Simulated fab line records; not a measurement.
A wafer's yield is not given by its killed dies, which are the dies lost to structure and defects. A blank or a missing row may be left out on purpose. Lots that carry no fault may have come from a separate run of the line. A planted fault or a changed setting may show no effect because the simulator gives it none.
fab line records + flow n5Finfet + part 1 of 2: steps 1 to 14 of 15
record:
- lots: 7
- wafers: 21
- lastDay: 20
route steps=1938 shown BEOL_M8@1341 PASSIVATION@1936
lots that met no fault: from a run of the same line without faults
startH: the number of hours between the record's first day and the start of the first shown wafer of the lot + waitH: how many hours have passed since the lot's step before this one + " identical to the entry in the row above + L1.1+2: one row covering several wafers at once + - no value present, or no start provided + * or withheld: withheld + < > ~ a bound
route shown NAME@n: NAME is a module with steps in the file, n the number in the route of the first one + usual: average and standard deviation across the fault-free wafers + same: alike in all rows + chamber/n: place in a boat + sites: the reading at each site + _std_site: the values' standard deviation + _edge_site: inner sites' mean taken away from outer sites' mean + radiusMm: how far each site lies from the wafer's centre + mask NAME#n: copy n + behind: the tool/chamber that last shaped the wafer + hold: the reason the lot was held/the length of the hold in hours/how it ended + device: names the non-switching transistor (n, p or np) + end of line: the same wafers' tests at the end of the route + for a step that has no rows: nothing shown but its recipe + killed: dies that structure and defects cost at the first sort, which is not the same as the wafer's yield + map: dies across one wafer; x = killed, . = not, _ = none there
set.NAME: the setting that was run; set.NAME@STEP: the one run at that earlier step + model.NAME: the simulator's own value behind a step, which no gauge read
lots at selected steps of the route; one table per step, one row per wafer
services: a tool's chamber out of use, with start hour (startH, from the record's first day; less than 0 if before it), hours out, and reason
== steps ==
step: N5_BEOL_M8_SOFTBAKE_06
recipe:
- tempC: 110
- timeS: 60
- resist: CAR-ArF
step: N5_BEOL_M8_EXPOSE_08
recipe:
- maskId: M8
- na: 1.35
- sourceShape: dipole
- sigmaInner: 0.817
- sigmaOuter: 0.97
- polarization: te
- doseMj: 68.25
step: N5_BEOL_M8_PEB_09
recipe:
- pebTempC: withheld
- pebTimeS: 60
- resist: CAR-ArF
step: N5_BEOL_M8_DEVELOP_10
recipe:
- developTimeS: 30
- developer: TMAH
- resist: CAR-ArF
- rinseLiquid: diw
- dry: airSpin
- devTempC: 23
step: N5_BEOL_M8_CD_MEAS_11
recipe:
- targetCdNm: 38.5
- landingEnergyEv: 500
- detector: seInlens
- polarity: opening
usual:
- cdNm: 38.6/0.4
| lot.wafer | tool     | chamber | startH | waitH | cdNm |
|-----------|----------|---------|--------|-------|------|
| L786.2    | cdSem-01 | 0       | 226.23 | -     | 37.9 |
| L786.3    | "        | 0       | "      | "     | 38.2 |
| L786.5    | "        | 0       | "      | "     | 38.4 |
| L796.1    | cdSem-03 | 0       | 299.35 | -     | 38.4 |
| L796.4    | "        | 0       | "      | "     | 38.2 |
| L796.6    | "        | 0       | "      | "     | 38.3 |
| L797.1    | cdSem-03 | 0       | 306.83 | -     | 39.0 |
| L797.2    | "        | 0       | "      | "     | 38.8 |
| L797.6    | "        | 0       | "      | "     | 38.9 |
| L801.1    | cdSem-02 | 0       | 312.26 | -     | 38.4 |
| L801.2    | "        | 0       | "      | "     | 38.6 |
| L801.5    | "        | 0       | "      | "     | 38.3 |
| L800.2    | cdSem-03 | 0       | 329.80 | -     | 38.8 |
| L800.3    | "        | 0       | "      | "     | 38.9 |
| L800.5    | "        | 0       | "      | "     | 38.8 |
| L806.1    | cdSem-03 | 0       | 351.87 | -     | 38.4 |
| L806.3    | "        | 0       | "      | "     | 38.8 |
| L806.6    | "        | 0       | "      | "     | 38.5 |
| L809.3    | cdSem-01 | 0       | 389.43 | -     | 38.8 |
| L809.4    | "        | 0       | "      | "     | 39.1 |
| L809.6    | "        | 0       | "      | "     | 38.7 |
step: N5_BEOL_M8_OVL_MEAS_12
recipe:
- pointsPerWafer: 44
usual:
- M8_OVL: 0.3/0.67
| lot.wafer | tool       | chamber | startH | waitH | M8_OVL[nm] |
|-----------|------------|---------|--------|-------|------------|
| L786.2    | overlay-01 | 0       | 226.26 | 0.0   | 0.4        |
| L786.3    | "          | 0       | "      | "     | -0.2       |
| L786.5    | "          | 0       | "      | "     | -0.3       |
| L796.1    | overlay-01 | 0       | 299.38 | 0.0   | 0.0        |
| L796.4    | "          | 0       | "      | "     | 0.3        |
| L796.6    | "          | 0       | "      | "     | 0.2        |
| L797.1    | overlay-02 | 0       | 306.86 | 0.0   | -0.3       |
| L797.2    | "          | 0       | "      | "     | 0.1        |
| L797.6    | "          | 0       | "      | "     | -0.8       |
| L801.1    | overlay-02 | 0       | 312.29 | 0.0   | -0.1       |
| L801.2    | "          | 0       | "      | "     | 0.7        |
| L801.5    | "          | 0       | "      | "     | 0.0        |
| L800.2    | overlay-01 | 0       | 329.83 | 0.0   | 1.1        |
| L800.3    | "          | 0       | "      | "     | 0.3        |
| L800.5    | "          | 0       | "      | "     | -0.6       |
| L806.1    | overlay-02 | 0       | 351.90 | 0.0   | 1.4        |
| L806.3    | "          | 0       | "      | "     | 1.0        |
| L806.6    | "          | 0       | "      | "     | -0.1       |
| L809.3    | overlay-02 | 0       | 389.46 | 0.0   | 0.1        |
| L809.4    | "          | 0       | "      | "     | -0.1       |
| L809.6    | "          | 0       | "      | "     | -0.5       |
step: N5_BEOL_M8_INSPECT_13
recipe:
- mode: adi
- inspectInstrument: brightfield
usual:
- rawDefectCount: 394/88
| lot.wafer | tool             | chamber | startH | waitH | rawDefectCount |
|-----------|------------------|---------|--------|-------|----------------|
| L786.2    | defectInspect-01 | -       | 226.28 | 0.0   | 331            |
| L786.3    | "                | -       | "      | "     | 381            |
| L786.5    | "                | -       | "      | "     | 391            |
| L796.1    | defectInspect-01 | -       | 299.41 | 0.0   | 337            |
| L796.4    | "                | -       | "      | "     | 477            |
| L796.6    | "                | -       | "      | "     | 354            |
| L797.1    | defectInspect-02 | -       | 306.89 | 0.0   | 386            |
| L797.2    | "                | -       | "      | "     | 381            |
| L797.6    | "                | -       | "      | "     | 554            |
| L801.1    | defectInspect-01 | -       | 312.31 | 0.0   | 291            |
| L801.2    | "                | -       | "      | "     | 545            |
| L801.5    | "                | -       | "      | "     | 381            |
| L800.2    | defectInspect-01 | -       | 329.85 | 0.0   | 375            |
| L800.3    | "                | -       | "      | "     | 379            |
| L800.5    | "                | -       | "      | "     | 420            |
| L806.1    | defectInspect-01 | -       | 351.93 | 0.0   | 256            |
| L806.3    | "                | -       | "      | "     | 352            |
| L806.6    | "                | -       | "      | "     | 333            |
| L809.3    | defectInspect-02 | -       | 389.49 | 0.0   | 586            |
| L809.4    | "                | -       | "      | "     | 479            |
| L809.6    | "                | -       | "      | "     | 504            |
step: N5_BEOL_M8_DESCUM_16
recipe:
- chemistry: O2
- timeS: 7.9
- sourcePowerW: 50
- biasPowerW: 20
- pressureMtorr: 20
- rfFrequencyHz: 2.712e+07
- tempC: 40
- resist: CAR-ArF
- o2FlowSccm: 225
usual:
- drypumpMotorCurrentA: 5.5/0.52
- oesProductAu: 0.83/0.083
- rfVppV: 243.7/1.6
- showerheadPlenumPTorr: 2.13/0.084
- throttleValvePct: 20.38/0.18
| lot.wafer | tool       | chamber | startH | waitH | drypumpMotorCurrentA | oesProductAu | rfHoursCounterH | rfVppV | showerheadPlenumPTorr | throttleValvePct |
|-----------|------------|---------|--------|-------|----------------------|--------------|-----------------|--------|-----------------------|------------------|
| L786.2    | rieDiel-04 | 1       | 226.41 | 0.1   | 5.0                  | 0.87         | 40              | 246.1  | 2.22                  | 20.13            |
| L786.3    | "          | 0       | "      | "     | 5.3                  | 0.86         | 55              | 241.9  | 2.04                  | 20.31            |
| L786.5    | "          | 3       | "      | "     | 6.0                  | 0.97         | -               | 245.7  | 2.22                  | 20.33            |
| L796.1    | rieDiel-01 | 3       | 300.02 | 0.6   | 6.3                  | 0.83         | 70              | 242.4  | 2.04                  | 20.53            |
| L796.4    | "          | 2       | "      | "     | 5.3                  | 0.86         | 60              | 246.0  | 2.22                  | 20.35            |
| L796.6    | "          | 2       | "      | "     | 5.3                  | 0.86         | -               | 244.1  | 2.22                  | 20.34            |
| L797.1    | rieDiel-03 | 1       | 306.92 | 0.0   | 6.5                  | 0.82         | 105             | 245.3  | 2.20                  | 20.41            |
| L797.2    | "          | 2       | "      | "     | 5.3                  | 0.70         | 248             | 242.0  | 1.97                  | 20.57            |
| L797.6    | "          | 2       | "      | "     | 5.3                  | 0.70         | -               | 241.3  | 1.97                  | 20.58            |
| L801.1    | rieDiel-03 | 2       | 312.34 | 0.0   | 5.3                  | 0.69         | 250             | 241.8  | 1.97                  | 20.56            |
| L801.2    | "          | 0       | "      | "     | 5.5                  | 0.89         | 44              | 241.3  | 2.03                  | 20.12            |
| L801.5    | "          | 0       | "      | "     | 5.5                  | 0.89         | -               | 244.2  | 2.03                  | 20.11            |
| L800.2    | rieDiel-04 | 3       | 329.89 | 0.0   | 6.0                  | 0.89         | 49              | 245.4  | 2.21                  | 20.42            |
| L800.3    | "          | 2       | "      | "     | 6.1                  | 0.75         | 148             | 241.5  | 2.10                  | 20.34            |
| L800.5    | "          | 2       | "      | "     | 6.1                  | 0.76         | -               | 242.8  | 2.10                  | 20.36            |
| L806.1    | rieDiel-01 | 3       | 352.19 | 0.3   | 6.3                  | 0.81         | 88              | 242.4  | 2.03                  | 20.56            |
| L806.3    | "          | 0       | "      | "     | 5.8                  | 0.75         | 149             | 243.0  | 2.09                  | 20.41            |
| L806.6    | "          | 0       | "      | "     | 5.7                  | 0.75         | -               | 244.5  | 2.09                  | 20.42            |
| L809.3    | rieDiel-03 | 2       | 389.52 | 0.0   | 5.3                  | 0.94         | 22              | 246.8  | 2.22                  | 20.21            |
| L809.4    | "          | 0       | "      | "     | 5.5                  | 0.84         | 74              | 244.0  | 2.02                  | 20.17            |
| L809.6    | "          | 2       | "      | "     | 5.3                  | 0.94         | -               | 245.4  | 2.22                  | 20.21            |
step: N5_BEOL_M8_ETCH_61
recipe:
- chemistry: CF4
- target: SiARC
- targetDepthA: 455
- maskMaterial: CAR-ArF
- timeS: 75.8
- ionEnergyEv: 80
- pressureMtorr: 40
- sourceW: 545
- biasW: 36
- Ar_flow_sccm: 100
- cf4FlowSccm: 100
- ends: cleared
usual:
- drypumpMotorCurrentA: 5.5/0.52
- etchRfOnTimeS: 75.2/1.1
- oesProductAu: 0.71/0.071
- rfVppV: 184.5/1.4
- showerheadPlenumPTorr: 2.18/0.081
- throttleValvePct: 15.56/0.19
| lot.wafer | tool       | chamber | startH | waitH | drypumpMotorCurrentA | etchRfOnTimeS | oesProductAu | rfHoursCounterH | rfVppV | showerheadPlenumPTorr | throttleValvePct |
|-----------|------------|---------|--------|-------|----------------------|---------------|--------------|-----------------|--------|-----------------------|------------------|
| L786.2    | rieDiel-04 | 1       | 226.44 | 0.0   | 5.0                  | 76.9          | 0.73         | 40              | 185.5  | 2.26                  | 15.23            |
| L786.3    | "          | 0       | "      | "     | 5.3                  | 77.8          | 0.73         | 55              | 183.4  | 2.09                  | 15.48            |
| L786.5    | "          | 3       | "      | "     | 6.1                  | 74.6          | 0.82         | -               | 186.3  | 2.28                  | 15.52            |
| L796.1    | rieDiel-01 | 3       | 300.05 | 0.0   | 6.3                  | 74.8          | 0.71         | 70              | 182.6  | 2.09                  | 15.64            |
| L796.4    | "          | 2       | "      | "     | 5.3                  | 75.4          | 0.72         | 60              | 184.9  | 2.26                  | 15.49            |
| L796.6    | "          | 2       | "      | "     | 5.3                  | 75.3          | 0.72         | -               | 185.5  | 2.26                  | 15.49            |
| L797.1    | rieDiel-03 | 1       | 306.96 | 0.0   | 6.5                  | 74.7          | 0.69         | 105             | 185.9  | 2.24                  | 15.60            |
| L797.2    | "          | 2       | "      | "     | 5.3                  | 76.7          | 0.59         | 248             | 181.4  | 2.03                  | 15.86            |
| L797.6    | "          | 2       | "      | "     | 5.3                  | 76.1          | 0.60         | -               | 182.6  | 2.03                  | 15.84            |
| L801.1    | rieDiel-03 | 2       | 312.38 | 0.0   | 5.3                  | 76.9          | 0.58         | 250             | 182.2  | 2.03                  | 15.85            |
| L801.2    | "          | 0       | "      | "     | 5.5                  | 75.2          | 0.76         | 44              | 184.7  | 2.09                  | 15.30            |
| L801.5    | "          | 0       | "      | "     | 5.5                  | 75.2          | 0.76         | -               | 182.8  | 2.09                  | 15.32            |
| L800.2    | rieDiel-04 | 3       | 329.92 | 0.0   | 6.0                  | 73.5          | 0.76         | 49              | 186.1  | 2.26                  | 15.60            |
| L800.3    | "          | 2       | "      | "     | 6.1                  | 75.5          | 0.65         | 148             | 183.3  | 2.14                  | 15.49            |
| L800.5    | "          | 2       | "      | "     | 6.1                  | 75.1          | 0.64         | -               | 184.4  | 2.14                  | 15.48            |
| L806.1    | rieDiel-01 | 3       | 352.22 | 0.0   | 6.3                  | 73.6          | 0.70         | 88              | 184.3  | 2.08                  | 15.67            |
| L806.3    | "          | 0       | "      | "     | 5.8                  | 75.3          | 0.64         | 149             | 183.8  | 2.14                  | 15.60            |
| L806.6    | "          | 0       | "      | "     | 5.8                  | 75.1          | 0.65         | -               | 184.6  | 2.14                  | 15.60            |
| L809.3    | rieDiel-03 | 2       | 389.55 | 0.0   | 5.3                  | 72.4          | 0.81         | 22              | 187.0  | 2.28                  | 15.41            |
| L809.4    | "          | 0       | "      | "     | 5.5                  | 74.0          | 0.73         | 74              | 183.0  | 2.08                  | 15.39            |
| L809.6    | "          | 2       | "      | "     | 5.3                  | 72.9          | 0.80         | -               | 185.9  | 2.27                  | 15.41            |
step: N5_BEOL_M8_ETCH_62
recipe:
- chemistry: N2/H2
- target: SOC
- targetDepthA: 1100
- overetchA: 220
- maskMaterial: SiARC
- tempC: 40
- timeS: 165
- ionEnergyEv: 200
- pressureMtorr: 30
- sourceW: 840
- biasW: 150
- n2FlowSccm: 200
- h2FlowSccm: 200
usual:
- drypumpMotorCurrentA: 5.5/0.52
- oesProductAu: 0.70/0.067
- rfVppV: 525.2/2.9
- showerheadPlenumPTorr: 2.59/0.1
- throttleValvePct: 17.79/0.22
| lot.wafer | tool       | chamber | startH | waitH | drypumpMotorCurrentA | oesProductAu | rfHoursCounterH | rfVppV | showerheadPlenumPTorr | throttleValvePct |
|-----------|------------|---------|--------|-------|----------------------|--------------|-----------------|--------|-----------------------|------------------|
| L786.2    | rieDiel-04 | 1       | 226.50 | 0.0   | 5.1                  | 0.73         | 40              | 528.1  | 2.70                  | 17.63            |
| L786.3    | "          | 0       | "      | "     | 5.3                  | 0.73         | 56              | 521.4  | 2.48                  | 17.73            |
| L786.5    | "          | 3       | "      | "     | 6.1                  | 0.82         | -               | 528.6  | 2.71                  | 17.69            |
| L796.1    | rieDiel-01 | 3       | 300.11 | 0.0   | 6.3                  | 0.70         | 70              | 524.1  | 2.47                  | 17.89            |
| L796.4    | "          | 2       | "      | "     | 5.3                  | 0.72         | 60              | 528.0  | 2.69                  | 17.69            |
| L796.6    | "          | 2       | "      | "     | 5.3                  | 0.72         | -               | 527.4  | 2.69                  | 17.69            |
| L797.1    | rieDiel-03 | 1       | 307.01 | 0.0   | 6.5                  | 0.69         | 105             | 525.9  | 2.68                  | 17.91            |
| L797.2    | "          | 2       | "      | "     | 5.3                  | 0.59         | 248             | 519.4  | 2.41                  | 18.11            |
| L797.6    | "          | 2       | "      | "     | 5.3                  | 0.59         | -               | 520.6  | 2.41                  | 18.10            |
| L801.1    | rieDiel-03 | 2       | 312.44 | 0.0   | 5.3                  | 0.59         | 250             | 521.1  | 2.41                  | 18.13            |
| L801.2    | "          | 0       | "      | "     | 5.5                  | 0.75         | 44              | 522.4  | 2.47                  | 17.44            |
| L801.5    | "          | 0       | "      | "     | 5.5                  | 0.75         | -               | 521.4  | 2.47                  | 17.43            |
| L800.2    | rieDiel-04 | 3       | 329.98 | 0.0   | 6.1                  | 0.74         | 49              | 529.9  | 2.69                  | 17.74            |
| L800.3    | "          | 2       | "      | "     | 6.1                  | 0.63         | 148             | 523.1  | 2.54                  | 17.65            |
| L800.5    | "          | 2       | "      | "     | 6.1                  | 0.63         | -               | 524.2  | 2.54                  | 17.63            |
| L806.1    | rieDiel-01 | 3       | 352.28 | 0.0   | 6.3                  | 0.69         | 88              | 522.0  | 2.47                  | 17.94            |
| L806.3    | "          | 0       | "      | "     | 5.8                  | 0.64         | 149             | 524.6  | 2.53                  | 17.72            |
| L806.6    | "          | 0       | "      | "     | 5.8                  | 0.64         | -               | 523.8  | 2.53                  | 17.70            |
| L809.3    | rieDiel-03 | 2       | 389.61 | 0.0   | 5.3                  | 0.78         | 22              | 528.3  | 2.72                  | 17.73            |
| L809.4    | "          | 0       | "      | "     | 5.5                  | 0.72         | 74              | 521.5  | 2.46                  | 17.49            |
| L809.6    | "          | 2       | "      | "     | 5.3                  | 0.78         | -               | 529.7  | 2.72                  | 17.74            |
step: N5_BEOL_M8_STRIP_68
recipe:
- chemistry: N2/H2
- tempC: 40
- n2FlowSccm: 200
- h2FlowSccm: 200
- rfFrequencyHz: 6e+07
step: N5_BEOL_M8_STRIP_67
recipe:
- chemistry: CF4
- resist: SiARC
- powerW: 300
- biasPowerW: 75
- pressureMtorr: 50
- cf4FlowSccm: 150
- rfFrequencyHz: 6e+07
usual:
- drypumpMotorCurrentA: 5.5/0.52
- oesProductAu: 0.82/0.079
- powerW: 300.1/0.81
- rfVppV: 271.9/1.7
- showerheadPlenumPTorr: 1.83/0.066
- throttleValvePct: 13.52/0.2
| lot.wafer | tool       | chamber | startH | waitH | drypumpMotorCurrentA | oesProductAu | powerW | rfHoursCounterH | rfVppV | showerheadPlenumPTorr | throttleValvePct |
|-----------|------------|---------|--------|-------|----------------------|--------------|--------|-----------------|--------|-----------------------|------------------|
| L786.2    | rieDiel-04 | 1       | 226.64 | 0.0   | 5.1                  | 0.86         | 298.6  | 40              | 273.5  | 1.90                  | 13.24            |
| L786.3    | "          | 0       | "      | "     | 5.3                  | 0.87         | 299.9  | 56              | 272.0  | 1.75                  | 13.41            |
| L786.5    | "          | 3       | "      | "     | 6.1                  | 0.96         | 300.6  | -               | 273.6  | 1.91                  | 13.43            |
| L796.1    | rieDiel-01 | 3       | 300.26 | 0.0   | 6.3                  | 0.82         | 299.9  | 70              | 269.2  | 1.75                  | 13.58            |
| L796.4    | "          | 2       | "      | "     | 5.4                  | 0.85         | 299.5  | 60              | 272.9  | 1.89                  | 13.42            |
| L796.6    | "          | 2       | "      | "     | 5.4                  | 0.84         | 299.6  | -               | 274.4  | 1.89                  | 13.44            |
| L797.1    | rieDiel-03 | 1       | 307.16 | 0.0   | 6.5                  | 0.80         | 300.7  | 105             | 272.6  | 1.88                  | 13.56            |
| L797.2    | "          | 2       | "      | "     | 5.3                  | 0.70         | 300.5  | 248             | 269.0  | 1.70                  | 13.84            |
| L797.6    | "          | 2       | "      | "     | 5.3                  | 0.70         | 300.8  | -               | 268.4  | 1.70                  | 13.86            |
| L801.1    | rieDiel-03 | 2       | 312.58 | 0.0   | 5.3                  | 0.70         | 298.7  | 250             | 269.1  | 1.70                  | 13.85            |
| L801.2    | "          | 0       | "      | "     | 5.5                  | 0.89         | 301.3  | 44              | 270.6  | 1.76                  | 13.31            |
| L801.5    | "          | 0       | "      | "     | 5.5                  | 0.89         | 299.7  | -               | 271.6  | 1.76                  | 13.31            |
| L800.2    | rieDiel-04 | 3       | 330.12 | 0.0   | 6.0                  | 0.87         | 298.6  | 49              | 273.4  | 1.89                  | 13.52            |
| L800.3    | "          | 2       | "      | "     | 6.1                  | 0.75         | 301.0  | 148             | 271.8  | 1.79                  | 13.47            |
| L800.5    | "          | 2       | "      | "     | 6.1                  | 0.75         | 301.3  | -               | 271.9  | 1.79                  | 13.46            |
| L806.1    | rieDiel-01 | 3       | 352.42 | 0.0   | 6.3                  | 0.80         | 300.4  | 88              | 269.0  | 1.74                  | 13.62            |
| L806.3    | "          | 0       | "      | "     | 5.8                  | 0.75         | 301.1  | 149             | 270.3  | 1.79                  | 13.59            |
| L806.6    | "          | 0       | "      | "     | 5.7                  | 0.75         | 301.4  | -               | 268.0  | 1.79                  | 13.59            |
| L809.3    | rieDiel-03 | 2       | 389.76 | 0.0   | 5.3                  | 0.92         | 300.2  | 22              | 273.4  | 1.90                  | 13.33            |
| L809.4    | "          | 0       | "      | "     | 5.5                  | 0.85         | 300.2  | 74              | 270.3  | 1.75                  | 13.38            |
| L809.6    | "          | 2       | "      | "     | 5.3                  | 0.91         | 302.3  | -               | 274.0  | 1.90                  | 13.36            |
step: N5_BEOL_M8_HM_OPEN_17
recipe:
- chemistry: Cl2/BCl3
- targetDepthA: 200
- overetchA: 60
- target: TiN
- maskMaterial: SOC
- ionEnergyEv: 150
- pressureMtorr: 10
- icpW: 1000
- biasW: 126
- Cl2_flow_sccm: 53.25
- bcl3FlowSccm: 21.75
- Ar_flow_sccm: 25
usual:
- bcl3FlowSccm: 21.74/0.056
- drypumpMotorCurrentA: 5.7/0.39
- heBacksideLeakSccm: 3.32/0.27
- oes_ar_750_au: 0.79/0.095
- oesProductAu: 0.68/0.073
- throttleValvePct: 22.10/0.15
| lot.wafer | tool        | chamber | startH | waitH | bcl3FlowSccm | drypumpMotorCurrentA | heBacksideLeakSccm | oes_ar_750_au | oesProductAu | rfHoursCounterH | throttleValvePct | model.SOC_of_BEOL_M8_COAT_59.thkNm |
|-----------|-------------|---------|--------|-------|--------------|----------------------|--------------------|---------------|--------------|-----------------|------------------|------------------------------------|
| L786.2    | rieMetal-02 | 0       | 226.69 | 0.0   | 21.71        | 5.9                  | 3.53               | 0.85          | 0.73         | 20              | 21.99            | 92.4                               |
| L786.3    | "           | 0       | "      | "     | 21.74        | 6.0                  | 3.16               | 0.85          | 0.72         | -               | 21.99            | 92.2                               |
| L786.5    | "           | 0       | "      | "     | 21.58        | 5.9                  | 3.30               | 0.85          | 0.74         | -               | 21.99            | 92.4                               |
| L796.1    | rieMetal-03 | 1       | 300.30 | 0.0   | 21.67        | 5.8                  | 3.66               | 0.74          | 0.65         | 57              | 22.06            | 92.2                               |
| L796.4    | "           | 0       | "      | "     | 21.70        | 4.9                  | 3.28               | 0.78          | 0.65         | -               | 22.38            | 92                                 |
| L796.6    | "           | 1       | "      | "     | 21.66        | 5.8                  | 3.50               | 0.73          | 0.65         | -               | 22.05            | 91.8                               |
| L797.1    | rieMetal-03 | 0       | 307.20 | 0.0   | 21.76        | 4.9                  | 3.17               | 0.78          | 0.65         | 48              | 22.38            | 91.8                               |
| L797.2    | "           | 1       | "      | "     | 21.73        | 5.8                  | 3.77               | 0.74          | 0.64         | 58              | 22.06            | 93                                 |
| L797.6    | "           | 1       | "      | "     | 21.73        | 5.8                  | 3.54               | 0.74          | 0.64         | -               | 22.05            | 92.8                               |
| L801.1    | rieMetal-03 | 1       | 312.62 | 0.0   | 21.67        | 5.8                  | 3.49               | 0.74          | 0.64         | 58              | 22.07            | 93.2                               |
| L801.2    | "           | 0       | "      | "     | 21.69        | 4.9                  | 3.23               | 0.78          | 0.66         | 48              | 22.38            | 92.2                               |
| L801.5    | "           | 1       | "      | "     | 21.66        | 5.8                  | 3.51               | 0.74          | 0.65         | -               | 22.05            | 93.2                               |
| L800.2    | rieMetal-03 | 1       | 330.16 | 0.0   | 21.73        | 5.8                  | 3.41               | 0.74          | 0.63         | 60              | 22.07            | 93.2                               |
| L800.3    | "           | 1       | "      | "     | 21.72        | 5.9                  | 3.66               | 0.73          | 0.63         | -               | 22.06            | 93.2                               |
| L800.5    | "           | 0       | "      | "     | 21.74        | 4.9                  | 3.20               | 0.77          | 0.64         | -               | 22.40            | 92.4                               |
| L806.1    | rieMetal-01 | 1       | 352.46 | 0.0   | 21.80        | 6.2                  | 3.29               | 0.92          | 0.75         | 10              | 21.91            | 92                                 |
| L806.3    | "           | 0       | "      | "     | 21.69        | 5.6                  | 2.95               | 0.85          | 0.71         | -               | 22.13            | 92.2                               |
| L806.6    | "           | 1       | "      | "     | 21.77        | 6.2                  | 3.53               | 0.92          | 0.75         | -               | 21.90            | 92                                 |
| L809.3    | rieMetal-02 | 1       | 389.83 | 0.1   | 21.83        | 5.5                  | 3.21               | 0.65          | 0.55         | -               | 22.13            | 91.8                               |
| L809.4    | "           | 0       | "      | "     | 21.76        | 6.0                  | 3.36               | 0.79          | 0.70         | -               | 22.02            | 91.8                               |
| L809.6    | "           | 1       | "      | "     | 21.71        | 5.5                  | 3.22               | 0.64          | 0.55         | -               | 22.14            | 91.8                               |
step: N5_BEOL_M8_STRIP_19
recipe:
- chemistry: O2
- powerW: 400
- tempC: 40
- pressureMtorr: 30
- rfFrequencyHz: 6e+07
- biasPowerW: 0
- overashFraction: 0.2
- o2FlowSccm: 225
usual:
- drypumpMotorCurrentA: 5.7/0.48
- oesProductAu: 0.82/0.059
- rfVppV: 3.7/0.62
- showerheadPlenumPTorr: 2.14/0.08
- throttleValvePct: 16.61/0.13
| lot.wafer | tool       | chamber | startH | waitH | drypumpMotorCurrentA | oesProductAu | rfHoursCounterH | rfVppV | showerheadPlenumPTorr | throttleValvePct |
|-----------|------------|---------|--------|-------|----------------------|--------------|-----------------|--------|-----------------------|------------------|
| L786.2    | rieDiel-04 | 2       | 226.80 | 0.1   | 6.1                  | 0.79         | 107             | 3.4    | 2.12                  | 16.51            |
| L786.3    | "          | 3       | "      | "     | 6.0                  | 0.97         | 8               | 3.7    | 2.23                  | 16.54            |
| L786.5    | "          | 3       | "      | "     | 6.1                  | 0.97         | -               | 1.8    | 2.23                  | 16.53            |
| L796.1    | rieDiel-04 | 3       | 300.56 | 0.2   | 6.1                  | 0.90         | 37              | 4.4    | 2.22                  | 16.59            |
| L796.4    | "          | 0       | "      | "     | 5.3                  | 0.81         | -               | 3.5    | 2.03                  | 16.58            |
| L796.6    | "          | 3       | "      | "     | 6.0                  | 0.90         | -               | 4.3    | 2.22                  | 16.59            |
| L797.1    | rieDiel-04 | 3       | 307.31 | 0.1   | 6.0                  | 0.90         | 41              | 2.4    | 2.22                  | 16.61            |
| L797.2    | "          | 0       | "      | "     | 5.3                  | 0.83         | 88              | 2.7    | 2.03                  | 16.56            |
| L797.6    | "          | 2       | "      | "     | 6.1                  | 0.76         | -               | 4.4    | 2.11                  | 16.56            |
| L801.1    | rieDiel-04 | 2       | 312.73 | 0.1   | 6.1                  | 0.75         | 142             | 3.0    | 2.11                  | 16.60            |
| L801.2    | "          | 0       | "      | "     | 5.3                  | 0.82         | 89              | 3.7    | 2.03                  | 16.61            |
| L801.5    | "          | 0       | "      | "     | 5.3                  | 0.82         | -               | 2.8    | 2.03                  | 16.59            |
| L800.2    | rieDiel-03 | 1       | 330.31 | 0.1   | 6.5                  | 0.81         | 114             | 3.5    | 2.20                  | 16.69            |
| L800.3    | "          | 0       | "      | "     | 5.5                  | 0.88         | 52              | 4.0    | 2.04                  | 16.37            |
| L800.5    | "          | 0       | "      | "     | 5.5                  | 0.87         | -               | 3.4    | 2.04                  | 16.36            |
| L806.1    | rieDiel-01 | 0       | 352.57 | 0.1   | 5.8                  | 0.76         | 149             | 3.4    | 2.10                  | 16.68            |
| L806.3    | "          | 2       | "      | "     | 5.3                  | 0.82         | 80              | 4.1    | 2.21                  | 16.60            |
| L806.6    | "          | 2       | "      | "     | 5.3                  | 0.82         | -               | 3.3    | 2.21                  | 16.62            |
| L809.3    | rieDiel-01 | 1       | 389.91 | 0.1   | 5.1                  | 0.78         | 109             | 4.1    | 2.20                  | 16.68            |
| L809.4    | "          | 3       | "      | "     | 6.3                  | 0.78         | 104             | 3.6    | 2.03                  | 16.79            |
| L809.6    | "          | 3       | "      | "     | 6.3                  | 0.79         | -               | 4.1    | 2.03                  | 16.79            |
== key ==
firstSign none at tools or gauges
modelEffect:
- step: N5_BEOL_M8_HM_OPEN_17
- value: SOC_of_BEOL_M8_COAT_59.thkNm
- without: 92.07
- struck: 93.1
metAt N5_BEOL_M8_HM_OPEN_17
struckWafers L797.2,L797.6,L800.2,L800.3,L801.1,L801.5
onsetBetween 300.30 307.20
fault:
- kind: processParameterDrift
- tool: rieMetal-03
- chamber: 1
- onsetH: 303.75
- steps: N5_BEOL_M8_HM_OPEN_17
- channel: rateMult
- offset: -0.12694
- shape: step
- endH: 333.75
